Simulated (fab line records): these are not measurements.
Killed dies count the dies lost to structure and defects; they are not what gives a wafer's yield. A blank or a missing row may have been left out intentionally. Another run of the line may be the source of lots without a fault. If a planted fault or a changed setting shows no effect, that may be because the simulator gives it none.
Chamber matching	flow nand-harc	NHARC_A_STAIRCASE_TRIM_220 on rie-diel-07 has 4 sister chambers
The step chemistry O2, time 211.2 s. 8 wafers are shown with their chamber, then 8 later ones without.

== WAFERS, EACH WITH ITS CHAMBER ==
wafer	chamber	showerhead-plenum-p-Torr (Torr)	drypump-motor-current-A (A)
L079.4	1	3.63	5.3
L085.5	3	3.37	5.5
L088.5	0	3.30	6.0
L088.6	3	3.37	5.4
L091.1	2	3.77	6.2
L091.2	0	3.30	6.0
L091.4	1	3.61	5.3
L090.3	2	3.77	6.1

== WAFERS WITH NO CHAMBER GIVEN ==
wafer	showerhead-plenum-p-Torr (Torr)	drypump-motor-current-A (A)
L090.5	3.30	6.0
L090.6	3.37	5.4
L093.4	3.61	5.3
L093.5	3.61	5.3
L093.6	3.30	6.0
L096.1	3.29	6.0
L096.2	3.60	5.3
L096.6	3.76	6.1

== CHAMBER TAKEN BY EACH ==
wafer	from the rows above	in truth
L090.5	0	0
L090.6	3	3
L093.4	1	1
L093.5	1	1
L093.6	0	0
L096.1	0	0
L096.2	1	1
L096.6	2	2
Correct placement for 8 of the 8. Number that these rows cannot place: 0. Placed wrongly: 0.
How it was worked out, from the rows above alone: a wafer's distance from a chamber is the root of the sum, over the readings, of the square of ((its reading less the chamber's mean) divided by the reading's scatter). If the next closest chamber is less than 2 further off than the closest, the wafer can't be placed; otherwise it belongs to the closest. The mean given for a chamber averages the wafers shown for that chamber. The scatter: take each reading less its chamber's mean, square it, sum over the shown wafers, divide by the number of wafers less the number of chambers, and take the root.
